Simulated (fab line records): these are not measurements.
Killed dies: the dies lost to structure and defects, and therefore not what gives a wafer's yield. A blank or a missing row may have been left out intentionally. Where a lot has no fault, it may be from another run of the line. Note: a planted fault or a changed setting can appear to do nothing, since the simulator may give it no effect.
Which tool is to blame? + flow nand-harc + Sampling: 12 lots, 36 wafers, 5 of 1159 route steps

WHAT THE GAUGES SHOWED, per wafer
NHARC_END_SORT_01.
| lot  | measured     | on        | killed-at-array | killed-at-other | killed-at-periphery | killed-dies | killed-open | killed-short |
|------|--------------|-----------|-----------------|-----------------|---------------------|-------------|-------------|--------------|
| L740 | day 23 11:49 | prober-01 | 677 676 675     | 0 0 2           | 0 1 0               | 677 677 677 | 4 1 1       | 2 1 4        |
| L745 | day 23 22:02 | prober-01 | 674 673 671     | 0 3 0           | 3 1 6               | 677 677 677 | 4 4 0       | 1 0 0        |

WHAT TOOL EACH LOT RAN ON (gives the tool, then ch and the chambers of the sampled wafers, and finally the start)
| lot  | NHARC_A_CHANNEL_HOLE_D1_ETCH_20  | NHARC_A_CHANNEL_HOLE_D1_ETCH_23  | NHARC_A_CHANNEL_FILL_D1_ETCHBACK_20 | NHARC_A_CHANNEL_FILL_D1_ALD_25   |
|------|----------------------------------|----------------------------------|-------------------------------------|----------------------------------|
| L729 | har-etch-02 ch 0,1, day 8 22:49  | har-etch-02 ch 0,1, day 9 00:19  | rie-diel-13 ch 0,3, day 10 05:06    | ald-hk-02 ch 0,1, day 10 20:19   |
| L730 | har-etch-01 ch 0,1, day 9 01:51  | har-etch-01 ch 0,1, day 9 03:11  | rie-diel-13 ch 0,1, day 10 11:31    | ald-hk-02 ch 2,3, day 11 03:03   |
| L728 | har-etch-02 ch 0,1, day 9 05:22  | har-etch-02 ch 0,1, day 9 06:45  | rie-diel-11 ch 0,2, day 10 11:34    | ald-hk-02 ch 0,2,3, day 10 23:58 |
| L733 | har-etch-02 ch 0,1, day 10 01:14 | har-etch-02 ch 0,1, day 10 02:38 | rie-diel-04 ch 0,1, day 11 09:47    | ald-hk-02 ch 1,2,3, day 11 22:07 |
| L735 | har-etch-01 ch 0,1, day 10 01:20 | har-etch-01 ch 0,1, day 10 02:46 | rie-diel-13 ch 0,1,2, day 11 09:47  | ald-hk-01 ch 1,3, day 11 22:07   |
| L737 | har-etch-02 ch 0,1, day 10 22:15 | har-etch-02 ch 0,1, day 10 23:37 | rie-diel-13 ch 0,2, day 12 05:41    | ald-hk-01 ch 2,3, day 12 17:52   |
| L741 | har-etch-02 ch 0,1, day 12 09:38 | har-etch-02 ch 0,1, day 12 10:56 | rie-diel-13 ch 1,3, day 13 16:13    | ald-hk-02 ch 1,2,3, day 14 05:13 |
| L740 | har-etch-02 ch 0,1, day 12 13:51 | har-etch-02 ch 0,1, day 12 15:14 | rie-diel-13 ch 0,3, day 13 20:17    | ald-hk-04 ch 0,1,3, day 14 10:35 |
| L745 | har-etch-01 ch 0,1, day 12 19:10 | har-etch-01 ch 0,1, day 12 20:40 | rie-diel-13 ch 0,1, day 14 03:44    | ald-hk-01 ch 0,2,3, day 14 17:43 |
| L746 | har-etch-02 ch 0,1, day 13 08:11 | har-etch-02 ch 0,1, day 13 09:34 | rie-diel-11 ch 0,1,3, day 14 14:02  | ald-hk-04 ch 0,2,3, day 15 02:07 |
| L748 | har-etch-02 ch 0,1, day 13 16:01 | har-etch-02 ch 0,1, day 13 17:27 | rie-diel-04 ch 1,2,3, day 14 22:01  | ald-hk-02 ch 0,1,3, day 15 10:33 |
| L749 | har-etch-02 ch 0,1, day 14 05:31 | har-etch-02 ch 0,1, day 14 06:57 | rie-diel-04 ch 0,3, day 15 14:42    | ald-hk-01 ch 2,3, day 16 02:31   |
- NHARC_A_CHANNEL_HOLE_D1_ETCH_20: etches the open film in C4F8/O2/Ar, time 361.9 s, target depth 1600 nm.
- NHARC_A_CHANNEL_HOLE_D1_ETCH_23: etches the open film in C4F8/O2/Ar, time 819 s, target depth 1600 nm.
- NHARC_A_CHANNEL_FILL_D1_ETCHBACK_20: etches the open film in C4F8/O2/Ar, target depth 27 nm, time 13.5 s.
- NHARC_A_CHANNEL_FILL_D1_ALD_25: deposits SiOx, target thk 60 nm, pulse time 10 s, ald cycles 600.

WHAT THE TOOLS THEMSELVES READ (means of the sampled wafers that have a number; where no wafer has one, the mark that the record gives instead)
NHARC_A_CHANNEL_HOLE_D1_ETCH_20.
| lot  | tool        | drypump-motor-current-A (A) | showerhead-plenum-p-Torr (Torr) | throttle-valve-pct (%) |
|------|-------------|-----------------------------|---------------------------------|------------------------|
| L729 | har-etch-02 | 5.4                         | 3.76                            | 32.146                 |
| L730 | har-etch-01 | 5.5                         | 3.58                            | 32.157                 |
| L728 | har-etch-02 | 5.8                         | 3.66                            | 32.158                 |
| L733 | har-etch-02 | 5.8                         | 3.65                            | 32.153                 |
| L735 | har-etch-01 | 5.5                         | 3.58                            | 32.145                 |
| L737 | har-etch-02 | 5.4                         | 3.75                            | 32.158                 |
| L741 | har-etch-02 | 5.4                         | 3.74                            | 32.162                 |
| L740 | har-etch-02 | 5.8                         | 3.64                            | 32.152                 |
| L745 | har-etch-01 | 5.5                         | 3.57                            | 32.149                 |
| L746 | har-etch-02 | 5.8                         | 3.63                            | 32.158                 |
| L748 | har-etch-02 | 5.4                         | 3.73                            | 32.146                 |
| L749 | har-etch-02 | 5.8                         | 3.63                            | 32.152                 |

NHARC_A_CHANNEL_HOLE_D1_ETCH_23.
| lot  | tool        | drypump-motor-current-A (A) | showerhead-plenum-p-Torr (Torr) | throttle-valve-pct (%) |
|------|-------------|-----------------------------|---------------------------------|------------------------|
| L729 | har-etch-02 | 5.4                         | 3.76                            | 32.159                 |
| L730 | har-etch-01 | 5.5                         | 3.58                            | 32.159                 |
| L728 | har-etch-02 | 5.8                         | 3.66                            | 32.155                 |
| L733 | har-etch-02 | 5.8                         | 3.65                            | 32.157                 |
| L735 | har-etch-01 | 5.6                         | 3.58                            | 32.153                 |
| L737 | har-etch-02 | 5.4                         | 3.75                            | 32.155                 |
| L741 | har-etch-02 | 5.4                         | 3.74                            | 32.153                 |
| L740 | har-etch-02 | 5.8                         | 3.64                            | 32.155                 |
| L745 | har-etch-01 | 5.5                         | 3.57                            | 32.150                 |
| L746 | har-etch-02 | 5.8                         | 3.63                            | 32.149                 |
| L748 | har-etch-02 | 5.4                         | 3.73                            | 32.155                 |
| L749 | har-etch-02 | 5.8                         | 3.62                            | 32.155                 |

NHARC_A_CHANNEL_FILL_D1_ETCHBACK_20.
| lot  | tool        | oes-product-au (a.u.) | rf-vpp-V (V) |
|------|-------------|-----------------------|--------------|
| L729 | rie-diel-13 | 0.92                  | 981          |
| L730 | rie-diel-13 | 0.90                  | 977          |
| L728 | rie-diel-11 | 0.99                  | 979          |
| L733 | rie-diel-04 | 0.93                  | 974          |
| L735 | rie-diel-13 | 0.90                  | 982          |
| L737 | rie-diel-13 | 0.99                  | 985          |
| L741 | rie-diel-13 | 1.00                  | 976          |
| L740 | rie-diel-13 | 0.75                  | 982          |
| L745 | rie-diel-13 | 0.73                  | 978          |
| L746 | rie-diel-11 | 0.92                  | 981          |
| L748 | rie-diel-04 | 0.99                  | 973          |
| L749 | rie-diel-04 | 0.99                  | 973          |

NHARC_A_CHANNEL_FILL_D1_ALD_25.
| lot  | tool      | heater-power-w (W) | precursor-pulse-height-rel |
|------|-----------|--------------------|----------------------------|
| L729 | ald-hk-02 | 465                | 1.013                      |
| L730 | ald-hk-02 | 471                | 1.002                      |
| L728 | ald-hk-02 | 501                | 0.990                      |
| L733 | ald-hk-02 | 442                | 1.014                      |
| L735 | ald-hk-01 | 542                | 1.006                      |
| L737 | ald-hk-01 | 494                | 1.013                      |
| L741 | ald-hk-02 | 452                | 1.004                      |
| L740 | ald-hk-04 | 473                | 1.022                      |
| L745 | ald-hk-01 | 468                | 1.007                      |
| L746 | ald-hk-04 | 476                | 1.002                      |
| L748 | ald-hk-02 | 489                | 1.019                      |
| L749 | ald-hk-01 | 497                | 1.003                      |

THE ANSWER, worked out from the rows above alone
Rule: what is usual is taken from the lots themselves. The widest of any qualifying gaps counts: lots, ordered by their means at a reading, are off when they make up no more than a third of the lots, leave a main group of 4 or more, and stand apart from it by 3 or more times the standard deviation of that group's means. The tables above print the reading to a certain number of digits; a main group whose means all agree to those digits is not used. A lot without any number at a reading at which 4 lots or more have one is off too. The other lots that the step has rows for count as sound. Order of review: gauges by route order, followed by the tools' own readings, for which a lot's mean as printed above is used. At the first step where some lot is off, the reading lying furthest off is the one used; lots without a number count as furthest.
Off: L740, L745, at NHARC_A_CHANNEL_FILL_D1_ETCHBACK_20 (oes-product-au). For the main group the mean is 0.95 a.u. and the standard deviation 0.04.
A tool fits if, at that step or a process step before it, it ran every lot that is off, and no sound lot after the first of them. One fits: NHARC_A_CHANNEL_FILL_D1_ETCHBACK_20 on rie-diel-13. Its last sound lot is L741 (day 13 16:13), its first lot that is off L740 (day 13 20:17): a fault that began between those two fits.
The tool's own readings at NHARC_A_CHANNEL_FILL_D1_ETCHBACK_20 bear it out: on the lots that are off they differ by more than 5 times the standard deviation of the sound lots' means. oes-product-au reads 0.74 a.u. there against 0.95 a.u. on the sound lots.

WHAT HAD BEEN PUT IN BY THE SIMULATOR
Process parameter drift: rie-diel-13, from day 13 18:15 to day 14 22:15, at NHARC_A_CHANNEL_FILL_D1_ETCHBACK_20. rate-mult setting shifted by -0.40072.
Shown lots that were struck: L740, L745. The rule above reached the same finding.
